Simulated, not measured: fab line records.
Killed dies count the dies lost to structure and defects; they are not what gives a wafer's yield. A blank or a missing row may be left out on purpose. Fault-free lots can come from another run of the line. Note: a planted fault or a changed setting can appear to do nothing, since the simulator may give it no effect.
fab line records | flow nandHarc
record lots=5 wafers=15 lastDay=31
route steps=1302 shown P_ZERO_WELL@68 P_STI@69 END@1302
lots untouched by any fault: they come from a run of this same line in which no faults occurred
startH: the number of hours between the record's first day and the start of the first shown wafer of the lot | waitH: hours elapsed since this lot's preceding step | " unchanged from the row above | L1.1+2: one row covering several wafers at once | - no value, or no start given | * or withheld: withheld | < > ~ a bound
route shown NAME@n: names a module that has steps shown in the file, with the first one's number in the route | usual: average and standard deviation across the fault-free wafers | same: alike in all rows | chamber/n: place in a boat | sites: readings site by site | _std_site: the standard deviation of these | _edge_site: inner sites' mean taken away from outer sites' mean | radiusMm: how far each site lies from the wafer's centre | mask NAME#n: copy n | behind: the last tool/chamber to shape the wafer | hold: cause of the lot's hold/its duration in hours/its outcome | device: whichever transistor did not switch (one of n, p or np) | end of line: tests run on the same wafers once the route is complete | a step with no rows: only its recipe | killed: count of dies lost to structure and defects at first sort (not the wafer's yield) | map: per-die view of a wafer (x killed, . not killed, _ where there is no die)
set.NAME: the setting the step ran with; set.NAME@STEP: the setting that earlier step ran with | model.NAME: the simulator's own value behind a step, which no gauge read
lots at selected steps of the route; one table per step, one row per wafer
services: a tool's chamber out of use, with start hour (startH, from the record's first day; less than 0 if before it), hours out, and reason
## steps
# step NHARC_P_ZERO_WELL_INSPECT_43
# usual rawDefectCount=13/5.7
# columns lot.wafer tool chamber startH waitH rawDefectCount
L971.3 defectInspect-02 - 57.75 0.4 13
L971.4 " - " " 10
L971.6 " - " " 17
L980.2 defectInspect-01 - 147.58 0.5 24
L980.4 " - " " 13
L980.6 " - " " 34
L983.2 defectInspect-02 - 177.93 0.5 20
L983.5 " - " " 24
L983.6 " - " " 20
L985.1 defectInspect-02 - 197.43 0.6 12
L985.5 " - " " 20
L985.6 " - " " 8
L989.4 defectInspect-01 - 238.66 0.3 27
L989.5 " - " " 24
L989.6 " - " " 24
# step NHARC_P_STI_ETCH_26
# recipe targetDepthA=110 chemistry=dHF material=SiO2
# step NHARC_P_STI_PRECLEAN_27
# recipe timeS=* tempC=50 bathAgeMin=0 chemistry=SC1
# step NHARC_P_STI_SRD_28
# step NHARC_P_STI_OXIDE_29
# recipe targetThkA=100 tempC=900 oxTimeS=1362 material=SiO2
# step NHARC_P_STI_HM_DEP_30
# recipe targetThkA=800 tempC=790 pressureMtorr=300 timeS=873 material=Si3N4
# step NHARC_P_STI_DEHYDRATE_01
# recipe tempC=150 timeS=120
# step NHARC_P_STI_HMDS_02
# recipe timeS=30
# step NHARC_P_STI_COAT_41
# recipe tempC=200 timeS=65
# step NHARC_P_STI_COAT_03
# recipe spinRpm=2000 resistThkNm=600
# step NHARC_P_STI_SOFTBAKE_04
# recipe tempC=125 timeS=70
# step NHARC_P_STI_EBR_05
# step NHARC_P_STI_EXPOSE_06
# recipe na=0.55 targetCdNm=200 doseMj=37.69 maskId=P_STI
# same na=0.55
# columns lot.wafer tool chamber startH waitH mask
L971.3+4+6 krfScanner-01 0 75.40 - P_STI_R1#0
L980.2+4+6 krfScanner-02 0 162.64 - P_STI#0
L983.2+5+6 krfScanner-01 0 192.44 - P_STI#0
L985.1+5+6 krfScanner-02 0 211.63 - P_STI#0
L989.4+5+6 krfScanner-01 0 254.18 - P_STI#0
# step NHARC_P_STI_PEB_07
# recipe pebTempC=128 pebTimeS=80
# step NHARC_P_STI_DEVELOP_08
# recipe timeS=50 devTempC=22
# step NHARC_P_STI_CD_MEAS_09
# recipe targetCdNm=200 landingEnergyEv=500
# usual cdNm=199.5/1.7
# columns lot.wafer tool chamber startH waitH cdNm
L971.3 cdSem-03 0 75.55 - 222.7
L971.4 " 0 " " 222.8
L971.6 " 0 " " 222.5
L980.2 cdSem-01 0 162.79 - 201.2
L980.4 " 0 " " 200.3
L980.6 " 0 " " 200.6
L983.2 cdSem-03 0 192.59 - 201.5
L983.5 " 0 " " 200.6
L983.6 " 0 " " 200.2
L985.1 cdSem-02 0 211.79 - 197.7
L985.5 " 0 " " 198.2
L985.6 " 0 " " 197.8
L989.4 cdSem-03 0 254.32 - 196.9
L989.5 " 0 " " 197.9
L989.6 " 0 " " 196.7
# step NHARC_P_STI_OVL_MEAS_10
# usual overlayXNm=1/5.4 overlayYNm=0/5.1
# columns lot.wafer tool chamber startH waitH overlayXNm overlayYNm
L971.3 overlay-02 - 75.63 - 6 2
L971.4 " - " " 7 3
L971.6 " - " " 7 3
L980.2 overlay-01 - 162.87 - 5 0
L980.4 " - " " 5 0
L980.6 " - " " 4 0
L983.2 overlay-02 - 192.68 - 0 -1
L983.5 " - " " 0 -1
L983.6 " - " " 0 0
L985.1 overlay-02 - 211.87 - -5 -2
L985.5 " - " " -5 -2
L985.6 " - " " -4 -2
L989.4 overlay-01 - 254.41 - 6 3
L989.5 " - " " 6 3
L989.6 " - " " 6 2
# step NHARC_P_STI_INSPECT_11
# usual rawDefectCount=6.2/2.8
# columns lot.wafer tool chamber startH waitH rawDefectCount
L971.3 defectInspect-01 - 75.67 0.0 6
L971.4 " - " " 4
L971.6 " - " " 2
L980.2 defectInspect-02 - 162.91 0.0 5
L980.4 " - " " 3
L980.6 " - " " 5
L983.2 defectInspect-02 - 192.72 0.0 4
L983.5 " - " " 8
L983.6 " - " " 6
L985.1 defectInspect-02 - 211.91 0.0 6
L985.5 " - " " 5
L985.6 " - " " 2
L989.4 defectInspect-02 - 254.44 0.0 9
L989.5 " - " " 6
L989.6 " - " " 7
# step NHARC_P_STI_HARDBAKE_13
# recipe tempC=118 timeS=65
# step NHARC_P_STI_DESCUM_14
# recipe timeS=3 o2FlowSccm=200 arFlowSccm=0 biasPowerW=0 chemistry=O2
# usual drypumpMotorCurrentA=5.8/0.38 o2FlowSccm=200.0/0.58 oesProductAu=1.001/0.0084 rfVppV=57.8/0.94 showerheadPlenumPTorr=1.90/0.061 throttleValvePct=11.310/0.0099
# columns lot.wafer tool chamber startH waitH drypumpMotorCurrentA o2FlowSccm oesProductAu rfHoursCounterH rfVppV showerheadPlenumPTorr throttleValvePct model.P_STI.cdNm
L971.3 rieDiel-10 1 75.82 - 5.1 201.0 1.005 0 57.0 1.94 11.310 222.7
L971.4 " 2 " " 5.9 198.7 1.000 0 57.2 1.80 11.309 223.2
L971.6 " 0 " " 5.6 199.8 1.000 - 57.7 1.96 11.310 222.3
L980.4 rieDiel-09 2 163.05 - 6.0 201.0 1.018 1 56.5 1.92 11.312 200.3
L980.2 " 3 " " 6.2 200.4 1.027 1 59.3 1.89 11.303 201.1
L980.6 " 3 " " 6.2 200.8 1.020 - 57.8 1.89 11.285 200.3
L983.2 rieDiel-09 3 192.85 - 6.1 200.4 1.008 3 58.7 1.88 11.318 201.9
L983.6 " 3 " " 6.1 200.5 1.013 - 57.2 1.88 11.328 200.4
L983.5 " 0 " " 5.9 199.5 0.985 - 57.4 2.00 11.317 200.6
L985.1 rieDiel-09 1 212.07 - 5.9 200.0 1.013 4 57.5 1.86 11.323 197.7
L985.6 " 2 " " 6.0 199.6 1.012 - 58.9 1.92 11.302 198
L985.5 " 3 " " 6.1 199.7 0.998 - 58.3 1.88 11.309 198.3
L989.4 rieDiel-09 3 254.58 - 6.1 199.8 1.007 7 57.5 1.88 11.321 197
L989.6 " 2 " " 6.0 200.9 1.001 - 57.9 1.92 11.309 197
L989.5 " 3 " " 6.1 200.7 1.011 - 58.3 1.88 11.309 197.9
# step NHARC_P_STI_ETCH_42
# recipe targetDepthA=800 overetchA=240 timeS=61 ionEnergyEv=200 n2FlowSccm=150 h2FlowSccm=150 arFlowSccm=0 rfW=400 biasW=150 chemistry=N2/H2
# usual drypumpMotorCurrentA=5.8/0.37 h2FlowSccm=150.0/0.43 oesProductAu=1.001/0.0079 rfVppV=430.0/2.1 showerheadPlenumPTorr=2.02/0.068 throttleValvePct=14.172/0.0082
# columns lot.wafer tool chamber startH waitH drypumpMotorCurrentA h2FlowSccm oesProductAu rfHoursCounterH rfVppV showerheadPlenumPTorr throttleValvePct
L971.4 rieDiel-10 3 75.89 0.1 5.0 149.8 1.008 0 429.4 1.96 14.163
L971.3 " 1 " " 5.1 149.5 1.006 0 431.6 2.07 14.158
L971.6 " 3 " " 5.0 150.2 1.008 - 427.5 1.96 14.153
L980.2 rieDiel-09 1 163.14 0.1 5.9 150.2 0.995 1 429.6 1.98 14.166
L980.4 " 3 " " 6.1 149.9 1.002 1 429.4 2.01 14.175
L980.6 " 1 " " 5.8 150.4 1.002 - 430.4 1.98 14.173
L983.2 rieDiel-09 3 192.95 0.1 6.1 149.2 1.009 3 427.8 2.01 14.173
L983.5 " 0 " " 5.8 149.7 0.997 - 433.6 2.13 14.173
L983.6 " 1 " " 5.8 150.2 1.009 - 427.6 1.98 14.178
L985.1 rieDiel-09 1 212.15 0.1 5.8 150.0 1.009 4 429.0 1.98 14.171
L985.6 " 2 " " 6.0 149.7 1.016 - 429.7 2.04 14.169
L985.5 " 3 " " 6.2 150.4 1.016 - 428.3 2.01 14.186
L989.4 rieDiel-09 1 254.70 0.1 5.8 150.3 1.008 7 427.9 1.98 14.186
L989.6 " 0 " " 5.8 150.7 0.999 - 434.0 2.13 14.172
L989.5 " 1 " " 5.8 150.1 0.999 - 429.5 1.98 14.163
# step NHARC_P_STI_ETCH_31
# recipe targetDepthA=1089 timeS=54.5 cf4FlowSccm=100 chf3FlowSccm=30 arFlowSccm=0 rfW=500 biasW=200 chemistry=CF4/CHF3
# usual chf3FlowSccm=30.01/0.086 drypumpMotorCurrentA=5.8/0.37 oesProductAu=0.960/0.017 rfVppV=370.3/1.6 showerheadPlenumPTorr=1.56/0.046 throttleValvePct=16.801/0.0088
# columns lot.wafer tool chamber startH waitH chf3FlowSccm drypumpMotorCurrentA oesProductAu rfHoursCounterH rfVppV showerheadPlenumPTorr throttleValvePct
L971.3 rieDiel-10 3 - - 29.98 5.0 0.950 0 370.1 1.52 16.797
L971.4 " 2 " " 30.02 5.9 0.968 0 367.9 1.48 16.803
L971.6 " 3 " " 30.01 5.0 0.957 - 368.8 1.52 16.810
L980.2 rieDiel-09 1 - - 30.06 5.9 0.984 1 369.7 1.53 16.797
L980.4 " 0 " " 29.88 5.8 0.972 1 372.6 1.64 16.809
L980.6 " 2 " " 30.06 6.0 0.971 - 371.8 1.58 16.815
L983.2 rieDiel-09 3 - - 29.97 6.1 0.966 3 370.1 1.55 16.806
L983.5 " 1 " " 30.14 5.8 0.975 - 368.2 1.53 16.786
L983.6 " 2 " " 29.99 6.0 0.982 - 371.1 1.58 16.802
L985.1 rieDiel-09 3 - - 30.01 6.1 0.962 4 369.4 1.55 16.803
L985.5 " 1 " " 29.96 5.9 0.975 - 369.5 1.53 16.807
L985.6 " 2 " " 30.09 6.0 0.974 - 371.7 1.58 16.789
L989.4 rieDiel-09 1 - - 29.91 5.9 0.953 7 369.4 1.53 16.811
L989.6 " 2 " " 30.05 6.0 0.951 - 370.7 1.58 16.805
L989.5 " 3 " " 30.17 6.1 0.956 - 370.2 1.55 16.809
# step NHARC_P_STI_ETCH_15
# recipe targetDepthA=3000 taperDeg=4 timeS=100.1 hbrFlowSccm=150 cl2FlowSccm=50 rfW=400 icpW=400 biasW=100 chemistry=HBr/Cl2
# usual drypumpMotorCurrentA=5.9/0.46 heBacksideLeakSccm=2.70/0.3 oesProductAu=1.000/0.0067 throttleValvePct=26.406/0.0085
# columns lot.wafer tool chamber startH waitH drypumpMotorCurrentA heBacksideLeakSccm oesProductAu rfHoursCounterH throttleValvePct model.P_STI.cdNm
L971.4 rieSi-05 1 76.11 - 5.7 2.29 0.992 0.8 26.395 223.2
L971.3 " 2 " " 5.3 2.84 1.008 0.6 26.405 222.1
L971.6 " 0 " " 5.5 2.60 0.982 - 26.416 222.3
L980.4 rieSi-02 3 163.33 - 5.9 2.43 0.998 0.3 26.418 199.7
L980.2 " 2 " " 5.9 2.95 0.996 0.4 26.410 199.9
L980.6 " 3 " " 5.9 2.23 0.998 - 26.417 199.4
L983.2 rieSi-02 3 193.12 - 5.8 2.35 1.010 0.6 26.402 201
L983.5 " 3 " " 5.8 2.39 1.000 - 26.407 199.7
L983.6 " 0 " " 6.4 2.95 1.009 - 26.408 199.7
L985.1 rieSi-01 0 212.37 - 5.9 2.77 0.995 0.1 26.399 196.9
L985.5 " 1 " " 6.5 2.65 0.996 - 26.420 197.8
L985.6 " 2 " " 6.4 2.58 1.000 - 26.405 196.9
L989.4 rieSi-02 2 254.91 - 5.9 3.00 1.013 0.9 26.407 196.7
L989.5 " 1 " " 6.1 2.41 1.012 - 26.396 196.9
L989.6 " 2 " " 5.9 2.90 1.011 - 26.416 196.2
# step NHARC_P_STI_CD_MEAS_16
# usual cdNm=198.8/1.8
# columns lot.wafer tool chamber startH waitH cdNm
L971.3 cdSem-01 - 76.25 - 222.1
L971.4 " - " " 222.9
L971.6 " - " " 222.4
L980.2 cdSem-03 - 163.49 - 199.8
L980.4 " - " " 199.4
L980.6 " - " " 199.4
L983.2 cdSem-01 - 193.29 - 200.9
L983.5 " - " " 199.9
L983.6 " - " " 199.5
L985.1 cdSem-03 - 212.48 - 196.7
L985.5 " - " " 198.3
L985.6 " - " " 197.0
L989.4 cdSem-02 - 255.06 - 196.6
L989.5 " - " " 197.1
L989.6 " - " " 196.1
# step NHARC_P_STI_OCD_MEAS_17
# usual trenchDepthNm=300.7/2.5 trenchFootCdNm=157.5/1.7
# columns lot.wafer tool chamber startH waitH trenchDepthNm trenchFootCdNm
L971.3 ocd-02 - 76.34 0.1 299.4 181.3
L971.4 " - " " 298.3 181.3
L971.6 " - " " 297.9 180.7
L980.2 ocd-01 - 163.58 0.1 300.6 159.3
L980.4 " - " " 302.7 158.2
L980.6 " - " " 299.1 158.5
L983.2 ocd-02 - 193.38 0.1 306.5 158.9
L983.5 " - " " 304.2 157.5
L983.6 " - " " 304.6 157.3
L985.1 ocd-02 - 212.57 0.1 298.6 156.0
L985.5 " - " " 299.8 156.2
L985.6 " - " " 297.8 156.4
L989.4 ocd-02 - 255.15 0.1 301.3 154.8
L989.5 " - " " 303.0 155.9
L989.6 " - " " 303.9 154.4
# step NHARC_P_STI_STRIP_19
# recipe timeS=900 tempC=130 chemistry=SPM
# step NHARC_END_SORT_01
# recipe tempC=25
# usual killedAtArray=62/16 killedAtOther=0.8/1.1 killedAtPeriphery=4/3.2 killedDies=67/16 killedOpen=3.5/1.9 killedShort=2.1/1.5
# same grossDies=677
# columns lot.wafer tool chamber startH waitH killedAtArray killedAtOther killedAtPeriphery killedDies killedOpen killedShort
L971.3 prober-02 0 584.43 3.1 75 0 9 84 4 2
L971.4 prober-02 0 585.24 3.4 68 0 13 81 6 2
L971.6 prober-02 0 586.86 4.1 49 0 15 64 4 2
L980.2 prober-02 0 673.02 2.8 56 0 3 59 5 1
L980.4 prober-02 0 674.62 3.4 69 0 3 72 4 4
L980.6 prober-02 0 676.22 4.0 56 0 3 59 1 2
L983.2 prober-02 0 698.81 2.8 46 0 4 50 3 3
L983.5 prober-02 0 701.17 3.6 55 0 2 57 4 0
L983.6 prober-02 0 701.96 3.9 67 0 5 72 5 2
L989.4 prober-02 0 750.76 3.4 58 0 7 65 3 0
L989.5 prober-02 0 751.56 3.7 58 0 8 66 8 3
L989.6 prober-02 0 752.36 4.0 59 2 0 61 5 1
# killed by level:class
L971.3 A_CHANNEL_HOLE_D2:chamberFilmFlake=32 A_CHANNEL_HOLE_D1:chamberFilmFlake=29 P_GATE:chamberFilmFlake=5 A_CONTACT:chamberFilmFlake=3 A_CHANNEL_FILL_D1:chamberFilmFlake=3 A_CHANNEL_FILL_D2:geometricParticle:open=2 P_M1:chamberFilmFlake=2 A_WL_FILL:chamberFilmFlake=2
L971.4 A_CHANNEL_HOLE_D1:chamberFilmFlake=31 A_CHANNEL_HOLE_D2:chamberFilmFlake=25 P_STI:chamberFilmFlake=7 P_GATE:chamberFilmFlake=4 A_CONTACT:chamberFilmFlake=3 A_CHANNEL_FILL_D2:geometricParticle:open=2 A_ONON_D1:geometricParticle:open=1 A_ONON_D2:geometricParticle:open=1
L971.6 A_CHANNEL_HOLE_D1:chamberFilmFlake=25 A_CHANNEL_HOLE_D2:chamberFilmFlake=17 P_GATE:chamberFilmFlake=7 P_STI:chamberFilmFlake=4 P_CONTACT:geometricParticle:open=3 A_STAIRCASE:chamberFilmFlake=2 P_STI:geometricParticle:short=1 A_CHANNEL_FILL_D1:geometricParticle:short=1
L980.2 A_SLIT:chamberFilmFlake=30 A_CHANNEL_HOLE_D2:chamberFilmFlake=16 A_CHANNEL_HOLE_D1:chamberFilmFlake=4 P_M0:geometricParticle:open=1 A_CHANNEL_HOLE_D1:geometricParticle:open=1 A_CHANNEL_FILL_D1:geometricParticle:short=1 A_ONON_D2:geometricParticle:open=1 A_WL_FILL:geometricParticle:open=1
L980.4 A_SLIT:chamberFilmFlake=33 A_CHANNEL_HOLE_D2:chamberFilmFlake=23 A_CHANNEL_HOLE_D1:chamberFilmFlake=4 A_ONON_D2:geometricParticle:short=2 P_M0:geometricParticle:short=1 P_M0:geometricParticle:open=1 A_SOURCE_PLATE:geometricParticle:open=1 A_DECK1_JOINT:geometricParticle:short=1
L980.6 A_SLIT:chamberFilmFlake=32 A_CHANNEL_HOLE_D2:chamberFilmFlake=16 A_CHANNEL_HOLE_D1:chamberFilmFlake=4 P_M0:geometricParticle:open=1 P_M1:geometricParticle:short=1 A_WL_FILL:geometricParticle:short=1 P_GATE:chamberFilmFlake=1 A_STAIRCASE:chamberFilmFlake=1
L983.2 A_CHANNEL_HOLE_D1:chamberFilmFlake=26 A_SLIT:chamberFilmFlake=4 A_CONTACT:chamberFilmFlake=4 P_GATE:chamberFilmFlake=3 A_ONON_D2:geometricParticle:short=2 A_DECK1_JOINT:chamberFilmFlake=2 A_STAIRCASE:chamberFilmFlake=2 A_WL_FILL:chamberFilmFlake=2
L983.5 A_CHANNEL_HOLE_D1:chamberFilmFlake=37 A_CONTACT:chamberFilmFlake=5 A_SLIT:chamberFilmFlake=3 P_GATE:chamberFilmFlake=2 A_CHANNEL_FILL_D1:chamberFilmFlake=2 A_STAIRCASE:chamberFilmFlake=2 A_WL_FILL:chamberFilmFlake=2 A_ONON_D2:geometricParticle:open=1
L983.6 A_CHANNEL_HOLE_D1:chamberFilmFlake=42 A_CONTACT:chamberFilmFlake=10 A_SLIT:chamberFilmFlake=4 A_STAIRCASE:chamberFilmFlake=3 A_DECK1_JOINT:chamberFilmFlake=2 P_GATE:geometricParticle:open=1 P_M0:geometricParticle:open=1 P_M0:geometricParticle:short=1
L989.4 A_CHANNEL_HOLE_D2:chamberFilmFlake=28 A_CHANNEL_HOLE_D1:chamberFilmFlake=14 P_GATE:chamberFilmFlake=5 A_STAIRCASE:chamberFilmFlake=5 A_SLIT:chamberFilmFlake=4 A_M1:chamberFilmFlake=2 A_CHANNEL_FILL_D1:geometricParticle:open=1 A_DECK1_JOINT:geometricParticle:open=1
L989.5 A_CHANNEL_HOLE_D2:chamberFilmFlake=15 A_CHANNEL_HOLE_D1:chamberFilmFlake=11 A_STAIRCASE:chamberFilmFlake=7 P_GATE:chamberFilmFlake=6 A_SLIT:chamberFilmFlake=6 A_ZERO_WELL:chamberFilmFlake=3 A_M1:chamberFilmFlake=3 A_WL_FILL:geometricParticle:short=2
L989.6 A_CHANNEL_HOLE_D2:chamberFilmFlake=27 A_CHANNEL_HOLE_D1:chamberFilmFlake=9 A_CONTACT:chamberFilmFlake=6 A_SLIT:chamberFilmFlake=5 A_STAIRCASE:chamberFilmFlake=3 A_CHANNEL_FILL_D1:chamberFilmFlake=2 THIN_TSV:chamberFilmFlake=2 A_CHANNEL_FILL_D1:geometricParticle:open=1
## services
# columns tool chamber startH hours kind
rieDiel-10 - 65.51 9.0 pm
rieDiel-09 - 70.67 0.4 repair
rieDiel-09 0 73.10 - clean
rieDiel-09 1 73.10 - clean
rieDiel-09 2 73.10 - clean
rieDiel-09 3 73.10 - clean
rieDiel-10 2 81.96 4.9 repair
krfScanner-02 - 94.00 4.0 pm
rieDiel-09 - 99.84 0.5 repair
rieSi-02 - 100.00 9.0 pm
rieDiel-10 2 105.30 6.8 repair
rieSi-05 - 128.00 9.0 pm
krfScanner-01 - 140.00 4.0 pm
rieSi-05 1 141.83 15.1 repair
rieDiel-09 - 143.10 9.0 pm
rieDiel-10 0 158.49 44.9 repair
rieSi-05 3 164.82 3.5 repair
rieSi-05 3 168.63 6.4 repair
rieDiel-09 0 178.64 4.3 repair
rieSi-01 - 193.00 9.0 pm
rieDiel-09 0 226.41 1.3 repair
krfScanner-01 - 230.86 0.5 repair
rieDiel-10 - 242.51 9.0 pm
rieSi-05 - 247.29 12.1 repair
## key
firstSign step=NHARC_P_STI_EXPOSE_06 reading=mask direction=changed
effect step=NHARC_P_STI_CD_MEAS_09 reading=cdNm direction=up sigmas=14 usual=199.5 struck=222.7
effect step=NHARC_P_STI_CD_MEAS_16 reading=cdNm direction=up sigmas=13 usual=198.8 struck=222.5
effect step=NHARC_P_STI_OCD_MEAS_17 reading=trenchFootCdNm direction=up sigmas=14 usual=157.5 struck=181.1
modelEffect step=NHARC_P_STI_DESCUM_14 value=P_STI.cdNm without=201.2 struck=222.7
modelEffect step=NHARC_P_STI_ETCH_15 value=P_STI.cdNm without=201 struck=222.5
metAt NHARC_P_STI_EXPOSE_06
struckWafers L971.3,L971.4,L971.6
testerLeftOut L971
fault kind=wrongMask tool=any chamber=- onsetH=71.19 steps=NHARC_P_STI_EXPOSE_06 auxCopy=P_STI_R1#0 cdOffsetNm=21.526 scope=struckLotsOnly
# testerLeftOut: of these lots the tester's yield and bins aren't shown, on N5 and GAA mostly nor the transistor test; their killed dies are dies lost to structure and defects alone, not to doping, threshold or leakage, so they don't give the yield
